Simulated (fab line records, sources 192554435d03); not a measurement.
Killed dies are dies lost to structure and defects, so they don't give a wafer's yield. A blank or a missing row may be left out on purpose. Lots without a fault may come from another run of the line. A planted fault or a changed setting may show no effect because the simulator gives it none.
Split-lot experiment | flow n5_finfet | 7 lots, 21 wafers read, on a route of 1938 steps

THE SPLIT
At N5_SD_EPI_N_COAT_33 (time 60 s, resist thk 35 nm), the setting spin_rpm was moved away from the recipe's 1500 rpm on 10 of the 21 wafers read, by -9.2% to +5.6%. The other wafers ran this setting at the recipe's value.

FROM THE SPLIT TO THE READING: what the file shows between them, 5 steps
- N5_SD_EPI_N_DEVELOP_08: develop time 30 s (also split here: develop_time_s)
- N5_SD_EPI_N_DESCUM_14: chemistry O2, time 7.9 s
- N5_SD_EPI_N_ETCH_34: etches SiARC in CF4, target depth 45.5 nm, time 75.8 s
- N5_SD_EPI_N_ETCH_35: etches SOC in N2/H2, overetch 108 nm, time 486 s
- N5_SD_EPI_N_STRIP_36: strips in N2/H2

THE READING
SiARC_of_SD_EPI_N_COAT_33.thk_nm (the simulator's own value, which no gauge read), in nm, at N5_SD_EPI_N_ETCHBACK_44 (etches SiNx in CH3F/O2, stops on SiO2, target depth 14.5 nm). The file gives no usual value for it. The 11 wafers here that ran the recipe average 15.8 nm, standard deviation 0.46 nm.

wafer  | tool, chamber at the split | spin_rpm as run, rpm | against the recipe | SiARC_of_SD_EPI_N_COAT_33.thk_nm, nm | against lot-mates on the recipe
L075.1 | litho_track-01, 0          | 1500                 | recipe             | 15.4                                 | -
L075.2 | litho_track-01, 0          | 1500                 | recipe             | 15.8                                 | -
L075.5 | litho_track-01, 0          | 1500                 | recipe             | 15.6                                 | -
L080.1 | litho_track-02, 0          | 1442                 | -3.9%              | 16.2                                 | +0.8
L080.3 | litho_track-02, 0          | 1500                 | recipe             | 15.4                                 | -
L080.4 | litho_track-02, 0          | 1442                 | -3.9%              | 15.8                                 | +0.4
L086.2 | litho_track-02, 0          | 1500                 | recipe             | 16.4                                 | -
L086.3 | litho_track-02, 0          | 1584                 | +5.6%              | 14.4                                 | -2.0
L086.4 | litho_track-02, 0          | 1584                 | +5.6%              | 14.6                                 | -1.8
L087.1 | litho_track-02, 0          | 1500                 | recipe             | 15.4                                 | -
L087.3 | litho_track-02, 0          | 1415                 | -5.7%              | 17.2                                 | +1.8
L087.5 | litho_track-02, 0          | 1415                 | -5.7%              | 16.8                                 | +1.4
L093.1 | litho_track-02, 0          | 1362                 | -9.2%              | 17.4                                 | +1.6
L093.4 | litho_track-02, 0          | 1362                 | -9.2%              | 17.6                                 | +1.8
L093.6 | litho_track-02, 0          | 1500                 | recipe             | 15.8                                 | -
L095.1 | litho_track-01, 0          | 1500                 | recipe             | 16.6                                 | -
L095.6 | litho_track-01, 0          | 1500                 | recipe             | 16.6                                 | -
L095.4 | litho_track-01, 0          | 1500                 | recipe             | 15.4                                 | -
L097.1 | litho_track-02, 0          | 1500                 | recipe             | 15.6                                 | -
L097.4 | litho_track-02, 0          | 1576                 | +5.1%              | 14.8                                 | -0.8
L097.5 | litho_track-02, 0          | 1576                 | +5.1%              | 14.6                                 | -1.0

THE FIT
A straight line over all 21 wafers: SiARC_of_SD_EPI_N_COAT_33.thk_nm changes by -0.194 nm for each +1% of spin_rpm; r = -0.90; the points scatter about the line by 0.41 nm.
The same after taking each lot's own level away (the mean of its wafers on the recipe; 21 wafers): -0.227 nm for each +1%; r = -0.93; scatter 0.38 nm.
On that fit, the largest move of spin_rpm shifts the reading by 2.1 nm.
The lots' own levels span 15.40 to 16.40 nm, that is 2.2 times the standard deviation above.
So the lot-to-lot level changes the slope: the two fits differ.
Check: with one of the wafers moved furthest among these (-9.2%) left out of the fit, the line predicts +2.15 nm for it against its lot-mates. It came out at +1.6 nm against them.

OTHER SPLITS ON THESE WAFERS
These wafers also went through other splits before the reading. Each is held against what the fit with the lots' levels taken away leaves over:
other split on the same wafers                    | wafers away from the commonest value | r with SiARC_of_SD_EPI_N_COAT_33.thk_nm (lot level and that fit taken away)
N5_WELL_APT_EXPOSE_05 dose_mj                     | 5                                    | -0.06
N5_WELL_APT_PEB_06 peb_time_s                     | 3                                    | +0.21
N5_PMOS_HMC_CHANNEL_EPI_EXPOSE_06 dose_mj         | 5                                    | -0.20
N5_PMOS_HMC_CHANNEL_EPI_DEVELOP_08 develop_time_s | 5                                    | +0.26
N5_FIN_SAQP_FIN_ETCH_36 icp_w                     | 5                                    | +0.27
N5_FIN_CUT_ETCH_21 bias_w                         | 8                                    | -0.01
N5_SD_EPI_N_DEVELOP_08 develop_time_s             | 8                                    | -0.05

THE WHOLE CHAIN: every reading that the file lists as answering this split, in the file's order
step                    | what it does                                                | reading                                                                                   | change (the file's fit)               | r (the file's)
N5_SD_EPI_N_COAT_33     | time 60 s, resist thk 35 nm                                 | SiARC_of_SD_EPI_N_COAT_33.thk_nm (the simulator's own value, which no gauge read)         | -0.188 nm for each +1% of the setting | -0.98
N5_SD_EPI_N_ETCH_34     | etches SiARC in CF4, target depth 45.5 nm, time 75.8 s      | CAR-ArF-block_of_SD_EPI_N_COAT_03.thk_nm (the simulator's own value, which no gauge read) | +0.156 nm for each +1% of the setting | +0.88
N5_SD_EPI_N_ETCH_34     | etches SiARC in CF4, target depth 45.5 nm, time 75.8 s      | etch.depth_nm (the simulator's own value, which no gauge read)                            | -0.191 nm for each +1% of the setting | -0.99
N5_SD_EPI_N_ETCH_35     | etches SOC in N2/H2, overetch 108 nm, time 486 s            | SiARC_of_SD_EPI_N_COAT_33.thk_nm (the simulator's own value, which no gauge read)         | -0.226 nm for each +1% of the setting | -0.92
N5_SD_EPI_N_ETCHBACK_44 | etches SiNx in CH3F/O2, stops on SiO2, target depth 14.5 nm | SiARC_of_SD_EPI_N_COAT_33.thk_nm (the simulator's own value, which no gauge read)         | -0.224 nm for each +1% of the setting | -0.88

THE FILE'S OWN FIT
SiARC_of_SD_EPI_N_COAT_33.thk_nm changes by -0.224 nm for each +1% of spin_rpm, r = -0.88.
